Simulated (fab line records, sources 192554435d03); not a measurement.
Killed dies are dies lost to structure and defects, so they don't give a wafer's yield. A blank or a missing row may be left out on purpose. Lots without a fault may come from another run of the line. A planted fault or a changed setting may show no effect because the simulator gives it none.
Chamber matching | flow n5_finfet | N5_PMOS_HMC_CHANNEL_EPI_DESCUM_14 on rie_diel-04: 4 sister chambers
The step chemistry O2, time 7.9 s. 8 wafers are shown with their chamber, then 9 later ones without.

WAFERS WITH THEIR CHAMBER
wafer  | chamber | drypump_motor_current_A (A) | throttle_valve_pct (%)
L084.6 | 0       | 5.2                         | 20.3
L085.2 | 0       | 5.3                         | 20.3
L085.6 | 1       | 6.2                         | 20.7
L088.2 | 1       | 6.2                         | 20.7
L088.3 | 3       | 5.0                         | 19.7
L090.1 | 2       | 4.9                         | 20.5
L090.4 | 3       | 5.0                         | 19.7
L090.6 | 2       | 4.9                         | 20.4

WAFERS WITHOUT THEIR CHAMBER
wafer  | drypump_motor_current_A (A) | throttle_valve_pct (%)
L091.1 | 6.2                         | 20.7
L091.3 | 5.0                         | 19.7
L091.4 | 5.3                         | 20.3
L092.1 | 6.2                         | 20.7
L092.4 | 5.0                         | 19.7
L092.5 | 6.2                         | 20.7
L093.1 | 4.9                         | 20.4
L093.4 | 6.2                         | 20.7
L093.5 | 5.0                         | 19.7

WHICH CHAMBER EACH WENT THROUGH
wafer  | from the rows above | in truth
L091.1 | 1                   | 1
L091.3 | 3                   | 3
L091.4 | 0                   | 0
L092.1 | 1                   | 1
L092.4 | 3                   | 3
L092.5 | 1                   | 1
L093.1 | 2                   | 2
L093.4 | 1                   | 1
L093.5 | 3                   | 3
Placed correctly: 9 of 9. Can't be placed from these rows: 0. Placed wrongly: 0.
How it was worked out, from the rows above alone: a wafer's distance from a chamber is the root of the sum, over the readings, of the square of ((its reading less the chamber's mean) divided by the reading's scatter). The wafer belongs to the nearest chamber; if the next one is less than 2 further off, it can't be placed. A chamber's mean is the mean of its shown wafers. The scatter: the root of (the sum of the squares of (reading less its chamber's mean) over the shown wafers, divided by (wafers less chambers)).
